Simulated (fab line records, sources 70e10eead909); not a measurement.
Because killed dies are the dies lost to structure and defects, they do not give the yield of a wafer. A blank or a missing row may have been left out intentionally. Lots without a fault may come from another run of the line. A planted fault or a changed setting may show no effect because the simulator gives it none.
Matching of chambers / flow nandHarc / rieDiel-10 running NHARC_A_M0_STRIP_18: 4 sister chambers
The step strips in N2/H2. 18 wafers are shown with their chamber, then 9 later ones without.

== WAFERS WITH THEIR CHAMBER ==
wafer=L079.4; chamber=1; drypumpMotorCurrentA (A)=5.3; showerheadPlenumPTorr (Torr)=2.05; oesProductAu (a.u.)=0.992
wafer=L079.5; chamber=3; drypumpMotorCurrentA (A)=6.6; showerheadPlenumPTorr (Torr)=1.96; oesProductAu (a.u.)=1.006
wafer=L079.6; chamber=0; drypumpMotorCurrentA (A)=6.1; showerheadPlenumPTorr (Torr)=2.13; oesProductAu (a.u.)=0.999
wafer=L078.1; chamber=2; drypumpMotorCurrentA (A)=6.4; showerheadPlenumPTorr (Torr)=1.99; oesProductAu (a.u.)=0.992
wafer=L078.4; chamber=3; drypumpMotorCurrentA (A)=6.5; showerheadPlenumPTorr (Torr)=1.96; oesProductAu (a.u.)=0.991
wafer=L078.5; chamber=3; drypumpMotorCurrentA (A)=6.6; showerheadPlenumPTorr (Torr)=1.96; oesProductAu (a.u.)=1.009
wafer=L083.3; chamber=0; drypumpMotorCurrentA (A)=6.1; showerheadPlenumPTorr (Torr)=2.13; oesProductAu (a.u.)=0.998
wafer=L083.5; chamber=1; drypumpMotorCurrentA (A)=5.3; showerheadPlenumPTorr (Torr)=2.05; oesProductAu (a.u.)=0.992
wafer=L083.6; chamber=2; drypumpMotorCurrentA (A)=6.4; showerheadPlenumPTorr (Torr)=1.98; oesProductAu (a.u.)=0.995
wafer=L082.2; chamber=2; drypumpMotorCurrentA (A)=6.4; showerheadPlenumPTorr (Torr)=1.98; oesProductAu (a.u.)=0.985
wafer=L082.4; chamber=0; drypumpMotorCurrentA (A)=6.1; showerheadPlenumPTorr (Torr)=2.13; oesProductAu (a.u.)=0.989
wafer=L082.6; chamber=1; drypumpMotorCurrentA (A)=5.3; showerheadPlenumPTorr (Torr)=2.05; oesProductAu (a.u.)=1.003
wafer=L086.2; chamber=3; drypumpMotorCurrentA (A)=6.6; showerheadPlenumPTorr (Torr)=1.95; oesProductAu (a.u.)=0.992
wafer=L086.4; chamber=2; drypumpMotorCurrentA (A)=6.4; showerheadPlenumPTorr (Torr)=1.98; oesProductAu (a.u.)=0.994
wafer=L086.6; chamber=1; drypumpMotorCurrentA (A)=5.3; showerheadPlenumPTorr (Torr)=2.05; oesProductAu (a.u.)=1.008
wafer=L087.4; chamber=2; drypumpMotorCurrentA (A)=6.4; showerheadPlenumPTorr (Torr)=1.98; oesProductAu (a.u.)=0.984
wafer=L087.5; chamber=3; drypumpMotorCurrentA (A)=6.6; showerheadPlenumPTorr (Torr)=1.95; oesProductAu (a.u.)=0.998
wafer=L087.6; chamber=2; drypumpMotorCurrentA (A)=6.4; showerheadPlenumPTorr (Torr)=1.98; oesProductAu (a.u.)=0.985

SIGNATURES, as means of the wafers listed above
reading=drypumpMotorCurrentA; chamber 0=6.100; chamber 1=5.300; chamber 2=6.400; chamber 3=6.580; scatter within a chamber=0.0239
reading=showerheadPlenumPTorr; chamber 0=2.1300; chamber 1=2.0500; chamber 2=1.9817; chamber 3=1.9560; scatter within a chamber=0.00381
reading=oesProductAu; chamber 0=0.99533; chamber 1=0.99875; chamber 2=0.98917; chamber 3=0.99920; scatter within a chamber=0.00679
Rule: a wafer lies at a distance from a chamber equal to the root of the sum of squares, over the readings, of (its reading less the chamber's mean, divided by the reading's scatter). The wafer belongs to the nearest chamber; if the next one is less than 2 further off, it can't be placed. The scatter is the square root of a quotient: the sum, over the shown wafers, of each reading's squared deviation from its chamber's mean, divided by wafers minus chambers.

== WAFERS MISSING THEIR CHAMBER ==
wafer=L090.1; drypumpMotorCurrentA (A)=6.4; showerheadPlenumPTorr (Torr)=1.98; oesProductAu (a.u.)=0.989
wafer=L090.2; drypumpMotorCurrentA (A)=6.1; showerheadPlenumPTorr (Torr)=2.12; oesProductAu (a.u.)=0.996
wafer=L090.5; drypumpMotorCurrentA (A)=6.4; showerheadPlenumPTorr (Torr)=1.98; oesProductAu (a.u.)=0.990
wafer=L093.1; drypumpMotorCurrentA (A)=6.5; showerheadPlenumPTorr (Torr)=1.95; oesProductAu (a.u.)=0.991
wafer=L093.2; drypumpMotorCurrentA (A)=6.4; showerheadPlenumPTorr (Torr)=1.98; oesProductAu (a.u.)=0.991
wafer=L093.5; drypumpMotorCurrentA (A)=6.1; showerheadPlenumPTorr (Torr)=2.12; oesProductAu (a.u.)=0.990
wafer=L097.3; drypumpMotorCurrentA (A)=5.3; showerheadPlenumPTorr (Torr)=2.04; oesProductAu (a.u.)=0.987
wafer=L097.4; drypumpMotorCurrentA (A)=6.1; showerheadPlenumPTorr (Torr)=2.12; oesProductAu (a.u.)=1.001
wafer=L097.6; drypumpMotorCurrentA (A)=5.3; showerheadPlenumPTorr (Torr)=2.04; oesProductAu (a.u.)=1.002

== WHICH CHAMBER EACH WENT THROUGH ==
wafer=L090.1; from the rows above=2; in truth=2
wafer=L090.2; from the rows above=0; in truth=0
wafer=L090.5; from the rows above=2; in truth=2
wafer=L093.1; from the rows above=3; in truth=3
wafer=L093.2; from the rows above=2; in truth=2
wafer=L093.5; from the rows above=0; in truth=0
wafer=L097.3; from the rows above=1; in truth=1
wafer=L097.4; from the rows above=0; in truth=0
wafer=L097.6; from the rows above=1; in truth=1
Correctly placed: 9 of 9. Can't be placed from these rows: 0. Wrongly placed: 0.
